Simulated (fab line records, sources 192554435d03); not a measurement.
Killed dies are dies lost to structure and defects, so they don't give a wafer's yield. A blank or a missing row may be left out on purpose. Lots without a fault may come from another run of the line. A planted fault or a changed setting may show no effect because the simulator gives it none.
Which tool did it? | flow n5_finfet | 24 lots, 72 wafers sampled, at 6 steps of a route of 1938

WHAT THE GAUGES READ, wafer by wafer
The record holds no reading of a measuring or inspecting step that can be judged against a usual standard deviation.

WHICH TOOL RAN EACH LOT (tool, then ch and the chambers of the sampled wafers, then the start)
lot  | N5_BEOL_M7_ILD_DEP_00           | N5_BEOL_M7_DESCUM_16               | N5_BEOL_M7_VIA_ETCH_34             | N5_BEOL_M7_CURE_75            | N5_BEOL_M7_DEGAS_44          | N5_BEOL_M7_PRE_CLEAN_45
L074 | pecvd-04 ch 0,1,2, day 9 00:53  | rie_diel-06 ch 1,2,3, day 9 04:34  | rie_diel-02 ch 0,2,3, day 9 06:41  | uv_cure-02 ch 0, day 9 07:08  | pvd_sputter-03, day 9 10:49  | pvd_sputter-03, day 9 10:51
L075 | pecvd-03 ch 0,1,2, day 9 07:10  | rie_diel-06 ch 0,2,3, day 9 11:57  | rie_diel-06 ch 0,1,3, day 9 22:31  | uv_cure-02 ch 1, day 9 22:58  | pvd_sputter-02, day 9 23:25  | pvd_sputter-02, day 9 23:27
L077 | pecvd-04 ch 0,2, day 10 01:23   | rie_diel-06 ch 0,1,3, day 10 05:59 | rie_diel-06 ch 0,1,3, day 10 08:23 | uv_cure-03 ch 1, day 10 08:53 | pvd_sputter-02, day 10 09:20 | pvd_sputter-02, day 10 09:22
L076 | pecvd-04 ch 0,1,2, day 10 02:50 | rie_diel-02 ch 0,2,3, day 10 06:29 | rie_diel-06 ch 0,1, day 10 08:52   | uv_cure-03 ch 1, day 10 09:26 | pvd_sputter-02, day 10 09:51 | pvd_sputter-02, day 10 09:53
L079 | pecvd-01 ch 0,1, day 10 09:23   | rie_diel-04 ch 2,3, day 10 15:09   | rie_diel-04 ch 2,3, day 10 18:31   | uv_cure-02 ch 0, day 10 19:01 | pvd_sputter-02, day 10 19:19 | pvd_sputter-02, day 10 19:22
L080 | pecvd-04 ch 0,1, day 11 00:46   | rie_diel-06 ch 0,1,2, day 11 03:29 | rie_diel-02 ch 0,3, day 11 05:19   | uv_cure-01 ch 0, day 11 05:57 | pvd_sputter-02, day 11 08:28 | pvd_sputter-02, day 11 08:30
L081 | pecvd-03 ch 0,1,2, day 11 05:17 | rie_diel-02 ch 0,2,3, day 11 06:34 | rie_diel-02 ch 0,2,3, day 11 08:41 | uv_cure-02 ch 2, day 11 09:16 | pvd_sputter-02, day 11 09:46 | pvd_sputter-02, day 11 09:48
L082 | pecvd-03 ch 0,1,2, day 11 23:59 | rie_diel-04 ch 2,3, day 12 02:50   | rie_diel-04 ch 1,2,3, day 12 05:08 | uv_cure-02 ch 2, day 12 05:38 | pvd_sputter-03, day 12 06:11 | pvd_sputter-03, day 12 06:13
L083 | pecvd-01 ch 0,1,2, day 12 08:11 | rie_diel-04 ch 0,2,3, day 12 10:38 | rie_diel-02 ch 0,2,3, day 12 12:33 | uv_cure-01 ch 2, day 12 13:00 | pvd_sputter-01, day 12 13:25 | pvd_sputter-01, day 12 13:28
L078 | pecvd-04 ch 1,2, day 12 09:00   | rie_diel-04 ch 0,2,3, day 12 10:53 | rie_diel-02 ch 1,2,3, day 12 12:57 | uv_cure-01 ch 2, day 12 13:24 | pvd_sputter-02, day 12 14:17 | pvd_sputter-02, day 12 14:19
L084 | pecvd-01 ch 0,2, day 12 22:55   | rie_diel-06 ch 0,3, day 13 00:43   | rie_diel-04 ch 0,1,3, day 13 02:38 | uv_cure-03 ch 1, day 13 03:05 | pvd_sputter-02, day 13 03:34 | pvd_sputter-02, day 13 03:37
L086 | pecvd-01 ch 0,1,2, day 13 06:33 | rie_diel-02 ch 1,3, day 13 09:08   | rie_diel-04 ch 0,1,3, day 13 12:10 | uv_cure-01 ch 0, day 13 12:40 | pvd_sputter-01, day 13 13:12 | pvd_sputter-01, day 13 13:14
L087 | pecvd-03 ch 0,2, day 13 06:49   | rie_diel-02 ch 0,2,3, day 13 09:23 | rie_diel-06 ch 1,2,3, day 13 12:16 | uv_cure-02 ch 2, day 13 12:45 | pvd_sputter-02, day 13 13:14 | pvd_sputter-02, day 13 13:16
L085 | pecvd-04 ch 0,2, day 13 10:22   | rie_diel-02 ch 2,3, day 13 12:40   | rie_diel-06 ch 0,1,2, day 13 13:49 | uv_cure-03 ch 2, day 13 14:16 | pvd_sputter-03, day 13 16:29 | pvd_sputter-03, day 13 16:32
L089 | pecvd-04 ch 1,2, day 13 20:25   | rie_diel-04 ch 2,3, day 14 00:28   | rie_diel-04 ch 0,1,3, day 14 03:52 | uv_cure-01 ch 2, day 14 04:18 | pvd_sputter-02, day 14 04:44 | pvd_sputter-02, day 14 04:46
L090 | pecvd-03 ch 0,1,2, day 14 07:14 | rie_diel-02 ch 0,3, day 14 09:26   | rie_diel-02 ch 0,1,3, day 14 12:08 | uv_cure-01 ch 0, day 14 12:35 | pvd_sputter-01, day 14 13:11 | pvd_sputter-01, day 14 13:13
L088 | pecvd-01 ch 0,1, day 14 07:15   | rie_diel-02 ch 2,3, day 14 09:11   | rie_diel-04 ch 0,2,3, day 14 11:58 | uv_cure-03 ch 1, day 14 12:30 | pvd_sputter-01, day 14 13:00 | pvd_sputter-01, day 14 13:02
L093 | pecvd-03 ch 0,1, day 14 10:00   | rie_diel-06 ch 0,3, day 14 12:58   | rie_diel-02 ch 0,2,3, day 14 15:20 | uv_cure-01 ch 2, day 14 15:55 | pvd_sputter-02, day 14 16:23 | pvd_sputter-02, day 14 16:25
L091 | pecvd-03 ch 0,2, day 14 14:29   | rie_diel-04 ch 0,2, day 14 16:37   | rie_diel-04 ch 1,2, day 14 21:49   | uv_cure-03 ch 2, day 14 22:18 | pvd_sputter-03, day 14 22:43 | pvd_sputter-03, day 14 22:45
L095 | pecvd-04 ch 1,2, day 14 18:13   | rie_diel-02 ch 0,1,2, day 14 22:33 | rie_diel-04 ch 0,1,2, day 15 02:53 | uv_cure-02 ch 2, day 15 03:23 | pvd_sputter-01, day 15 05:23 | pvd_sputter-01, day 15 05:26
L092 | pecvd-04 ch 0,1, day 14 20:16   | rie_diel-04 ch 0,2, day 14 22:47   | rie_diel-06 ch 2,3, day 15 03:13   | uv_cure-03 ch 1, day 15 03:46 | pvd_sputter-01, day 15 05:28 | pvd_sputter-01, day 15 05:31
L094 | pecvd-04 ch 1,2, day 15 00:23   | rie_diel-04 ch 0,2,3, day 15 03:11 | rie_diel-04 ch 1,3, day 15 05:03   | uv_cure-03 ch 2, day 15 05:30 | pvd_sputter-01, day 15 05:55 | pvd_sputter-01, day 15 05:57
L096 | pecvd-03 ch 0,1,2, day 15 09:14 | rie_diel-06 ch 0,1, day 15 14:04   | rie_diel-04 ch 0,1, day 15 15:43   | uv_cure-03 ch 2, day 15 16:46 | pvd_sputter-01, day 15 18:14 | pvd_sputter-01, day 15 18:16
L097 | pecvd-04 ch 0,1,2, day 15 14:40 | rie_diel-06 ch 0,1,2, day 15 16:19 | rie_diel-04 ch 0,1,3, day 15 17:59 | uv_cure-02 ch 1, day 15 18:25 | pvd_sputter-01, day 15 19:07 | pvd_sputter-01, day 15 19:09
- N5_BEOL_M7_ILD_DEP_00: deposits SiCOH lowk from DEMS/porogen, target thk 179.75 nm, time 33.4 s.
- N5_BEOL_M7_DESCUM_16: chemistry O2, time 7.9 s.
- N5_BEOL_M7_VIA_ETCH_34: etches SiCOH lowk in C4F6/O2, target depth 125.5 nm, time 50.5 s.
- N5_BEOL_M7_CURE_75: cures SiCOH lowk, time 120 s.
- N5_BEOL_M7_DEGAS_44: time 60 s.
- N5_BEOL_M7_PRE_CLEAN_45: time 30 s.

WHAT THE TOOLS THEMSELVES READ (means of the sampled wafers that have a number; where no wafer has one, the mark that the record gives instead)
N5_BEOL_M7_ILD_DEP_00.
lot  | tool     | heater_power_outer_w (W) | heater_power_w (W) | showerhead_plenum_p_Torr (Torr) | throttle_valve_pct (%)
L074 | pecvd-04 | 124                      | 273                | 5.739                           | 13.8
L075 | pecvd-03 | 127                      | 296                | 5.738                           | 14.0
L077 | pecvd-04 | 142                      | 291                | 5.741                           | 13.8
L076 | pecvd-04 | 141                      | 296                | 5.744                           | 13.8
L079 | pecvd-01 | 162                      | 370                | 5.748                           | 15.2
L080 | pecvd-04 | 158                      | 328                | 5.733                           | 14.0
L081 | pecvd-03 | 139                      | 311                | 5.745                           | 14.1
L082 | pecvd-03 | 140                      | 315                | 5.739                           | 13.8
L083 | pecvd-01 | 153                      | 337                | 5.743                           | 14.3
L078 | pecvd-04 | 122                      | 263                | 5.735                           | 13.8
L084 | pecvd-01 | 184                      | 411                | 5.732                           | 14.6
L086 | pecvd-01 | 150                      | 336                | 5.746                           | 14.3
L087 | pecvd-03 | 159                      | 348                | 5.747                           | 13.7
L085 | pecvd-04 | 154                      | 303                | 5.740                           | 13.9
L089 | pecvd-04 | 129                      | 277                | 5.727                           | 13.9
L090 | pecvd-03 | 141                      | 318                | 5.738                           | 14.0
L088 | pecvd-01 | 148                      | 345                | 5.747                           | 15.3
L093 | pecvd-03 | 125                      | 280                | 5.742                           | 14.2
L091 | pecvd-03 | 149                      | 337                | 5.743                           | 14.0
L095 | pecvd-04 | 117                      | 261                | 5.734                           | 13.9
L092 | pecvd-04 | 120                      | 279                | 5.737                           | 14.0
L094 | pecvd-04 | 117                      | 258                | 5.739                           | 13.9
L096 | pecvd-03 | 133                      | 304                | 5.729                           | 14.2
L097 | pecvd-04 | 141                      | 299                | 5.729                           | 13.8

N5_BEOL_M7_DESCUM_16.
lot  | tool        | drypump_motor_current_A (A) | oes_product_au (a.u.) | rf_vpp_V (V) | showerhead_plenum_p_Torr (Torr) | throttle_valve_pct (%)
L074 | rie_diel-06 | 5.4                         | 0.79                  | 242.6        | 2.07                            | 20.56
L075 | rie_diel-06 | 5.5                         | 0.79                  | 242.5        | 2.04                            | 20.64
L077 | rie_diel-06 | 5.4                         | 0.80                  | 242.4        | 2.10                            | 20.61
L076 | rie_diel-02 | 5.6                         | 0.73                  | 243.0        | 2.05                            | 20.37
L079 | rie_diel-04 | 5.8                         | 0.93                  | 245.0        | 2.17                            | 20.33
L080 | rie_diel-06 | 5.2                         | 0.82                  | 244.2        | 2.17                            | 20.63
L081 | rie_diel-02 | 5.5                         | 0.73                  | 242.3        | 2.05                            | 20.40
L082 | rie_diel-04 | 5.7                         | 0.87                  | 243.5        | 2.10                            | 20.25
L083 | rie_diel-04 | 5.5                         | 0.89                  | 243.5        | 2.10                            | 20.38
L078 | rie_diel-04 | 5.5                         | 0.89                  | 242.7        | 2.10                            | 20.38
L084 | rie_diel-06 | 5.5                         | 0.78                  | 242.5        | 2.07                            | 20.71
L086 | rie_diel-02 | 5.6                         | 0.84                  | 243.7        | 2.10                            | 20.11
L087 | rie_diel-02 | 5.6                         | 0.72                  | 243.1        | 2.04                            | 20.42
L085 | rie_diel-02 | 5.5                         | 0.69                  | 242.5        | 2.06                            | 20.36
L089 | rie_diel-04 | 5.8                         | 0.87                  | 244.4        | 2.16                            | 20.36
L090 | rie_diel-02 | 5.3                         | 0.72                  | 242.3        | 2.02                            | 20.41
L088 | rie_diel-02 | 5.5                         | 0.69                  | 242.6        | 2.06                            | 20.36
L093 | rie_diel-06 | 5.7                         | 0.83                  | 243.1        | 2.05                            | 20.57
L091 | rie_diel-04 | 5.3                         | 0.89                  | 241.7        | 2.10                            | 20.53
L095 | rie_diel-02 | 5.7                         | 0.79                  | 242.2        | 2.07                            | 20.35
L092 | rie_diel-04 | 5.6                         | 0.89                  | 243.2        | 2.16                            | 20.50
L094 | rie_diel-04 | 5.5                         | 0.86                  | 243.4        | 2.10                            | 20.41
L096 | rie_diel-06 | 5.0                         | 0.73                  | 243.5        | 2.14                            | 20.75
L097 | rie_diel-06 | 5.2                         | 0.78                  | 244.3        | 2.16                            | 20.67

N5_BEOL_M7_VIA_ETCH_34.
lot  | tool        | bias_w (W) | drypump_motor_current_A (A) | oes_product_au (a.u.) | rf_vpp_V (V) | showerhead_plenum_p_Torr (Torr) | throttle_valve_pct (%)
L074 | rie_diel-02 | 185.3      | 5.5                         | 0.74                  | 662          | 2.80                            | 20.85
L075 | rie_diel-06 | 184.7      | 5.4                         | 0.81                  | 668          | 2.87                            | 21.06
L077 | rie_diel-06 | 184.7      | 5.4                         | 0.80                  | 668          | 2.86                            | 21.07
L076 | rie_diel-06 | 185.2      | 5.0                         | 0.76                  | 673          | 2.92                            | 21.17
L079 | rie_diel-04 | 185.1      | 5.7                         | 0.93                  | 668          | 2.95                            | 20.83
L080 | rie_diel-02 | 184.8      | 5.3                         | 0.73                  | 660          | 2.79                            | 20.81
L081 | rie_diel-02 | 185.2      | 5.5                         | 0.73                  | 661          | 2.80                            | 20.88
L082 | rie_diel-04 | 184.7      | 5.6                         | 0.84                  | 666          | 2.88                            | 20.74
L083 | rie_diel-02 | 185.2      | 5.6                         | 0.72                  | 662          | 2.80                            | 20.89
L078 | rie_diel-02 | 185.0      | 5.7                         | 0.78                  | 663          | 2.85                            | 20.74
L084 | rie_diel-04 | 184.8      | 5.3                         | 0.82                  | 659          | 2.80                            | 20.76
L086 | rie_diel-04 | 185.2      | 5.3                         | 0.82                  | 660          | 2.79                            | 20.76
L087 | rie_diel-06 | 185.3      | 5.4                         | 0.85                  | 672          | 2.92                            | 20.94
L085 | rie_diel-06 | 185.1      | 5.2                         | 0.78                  | 673          | 2.94                            | 21.12
L089 | rie_diel-04 | 184.3      | 5.3                         | 0.81                  | 660          | 2.79                            | 20.76
L090 | rie_diel-02 | 184.9      | 5.5                         | 0.78                  | 663          | 2.82                            | 20.75
L088 | rie_diel-04 | 185.1      | 5.5                         | 0.87                  | 662          | 2.85                            | 20.88
L093 | rie_diel-02 | 185.4      | 5.5                         | 0.71                  | 661          | 2.79                            | 20.91
L091 | rie_diel-04 | 185.7      | 5.6                         | 0.84                  | 670          | 2.97                            | 20.91
L095 | rie_diel-04 | 184.6      | 5.4                         | 0.84                  | 664          | 2.88                            | 20.90
L092 | rie_diel-06 | 185.0      | 5.6                         | 0.89                  | 673          | 2.94                            | 20.89
L094 | rie_diel-04 | 185.3      | 5.3                         | 0.75                  | 663          | 2.81                            | 20.66
L096 | rie_diel-04 | 184.1      | 5.1                         | 0.76                  | 662          | 2.82                            | 20.80
L097 | rie_diel-04 | 184.7      | 5.3                         | 0.81                  | 659          | 2.79                            | 20.78

N5_BEOL_M7_CURE_75.
lot  | tool       | lamp_power_pct (%) | wafer_temp_C_max
L074 | uv_cure-02 | 52.32              | 371.7
L075 | uv_cure-02 | 52.28              | 372.0
L077 | uv_cure-03 | 52.28              | 371.6
L076 | uv_cure-03 | 52.38              | 371.4
L079 | uv_cure-02 | 52.32              | 371.4
L080 | uv_cure-01 | 52.31              | 371.3
L081 | uv_cure-02 | 52.36              | 371.1
L082 | uv_cure-02 | 52.35              | 371.7
L083 | uv_cure-01 | 52.35              | 372.2
L078 | uv_cure-01 | 52.29              | 372.8
L084 | uv_cure-03 | 52.32              | 371.7
L086 | uv_cure-01 | 52.33              | 371.3
L087 | uv_cure-02 | 52.27              | 371.6
L085 | uv_cure-03 | 52.37              | 371.7
L089 | uv_cure-01 | 52.33              | 372.3
L090 | uv_cure-01 | 52.32              | 371.6
L088 | uv_cure-03 | 52.33              | 371.1
L093 | uv_cure-01 | 52.27              | 372.3
L091 | uv_cure-03 | 52.35              | 371.6
L095 | uv_cure-02 | 52.28              | 371.9
L092 | uv_cure-03 | 52.34              | 371.4
L094 | uv_cure-03 | 52.32              | 371.9
L096 | uv_cure-03 | 52.33              | 371.2
L097 | uv_cure-02 | 52.30              | 371.8

N5_BEOL_M7_DEGAS_44.
lot  | tool           | heater_power_w (W)
L074 | pvd_sputter-03 | 335
L075 | pvd_sputter-02 | 358
L077 | pvd_sputter-02 | 304
L076 | pvd_sputter-02 | 319
L079 | pvd_sputter-02 | 313
L080 | pvd_sputter-02 | 309
L081 | pvd_sputter-02 | 318
L082 | pvd_sputter-03 | 318
L083 | pvd_sputter-01 | 337
L078 | pvd_sputter-02 | 340
L084 | pvd_sputter-02 | 311
L086 | pvd_sputter-01 | 341
L087 | pvd_sputter-02 | 348
L085 | pvd_sputter-03 | 325
L089 | pvd_sputter-02 | 363
L090 | pvd_sputter-01 | 321
L088 | pvd_sputter-01 | 343
L093 | pvd_sputter-02 | 335
L091 | pvd_sputter-03 | 327
L095 | pvd_sputter-01 | 322
L092 | pvd_sputter-01 | 331
L094 | pvd_sputter-01 | 329
L096 | pvd_sputter-01 | 320
L097 | pvd_sputter-01 | 329

N5_BEOL_M7_PRE_CLEAN_45.
lot  | tool           | heater_power_w (W)
L074 | pvd_sputter-03 | 325
L075 | pvd_sputter-02 | 360
L077 | pvd_sputter-02 | 298
L076 | pvd_sputter-02 | 327
L079 | pvd_sputter-02 | 310
L080 | pvd_sputter-02 | 306
L081 | pvd_sputter-02 | 321
L082 | pvd_sputter-03 | 315
L083 | pvd_sputter-01 | 343
L078 | pvd_sputter-02 | 348
L084 | pvd_sputter-02 | 311
L086 | pvd_sputter-01 | 340
L087 | pvd_sputter-02 | 348
L085 | pvd_sputter-03 | 320
L089 | pvd_sputter-02 | 367
L090 | pvd_sputter-01 | 329
L088 | pvd_sputter-01 | 339
L093 | pvd_sputter-02 | 333
L091 | pvd_sputter-03 | 330
L095 | pvd_sputter-01 | 328
L092 | pvd_sputter-01 | 327
L094 | pvd_sputter-01 | 329
L096 | pvd_sputter-01 | 319
L097 | pvd_sputter-01 | 330

THE ANSWER, worked out from the rows above alone
Rule: what is usual is taken from the lots themselves. Put in order of their means at a reading, lots are off if they are a third of the lots or fewer, leave a main group of 4 or more, and stand apart from it by a gap of 3 or more times the standard deviation of the main group's means; of several such gaps the widest counts. A main group whose means are all the same, to the digits that the tables above print for the reading, isn't used. A lot without any number at a reading at which 4 lots or more have one is off too. The other lots that the step has rows for count as sound. The gauges are gone through in route order, then the tools' own readings, and for those a lot's mean is taken as printed above. The first step at which some lot is off is used, and at that step the reading that is off furthest; a lot without a number counts as furthest.
No lot is off at any reading shown: from this, nothing can be told.

WHAT THE SIMULATOR HAD PUT IN
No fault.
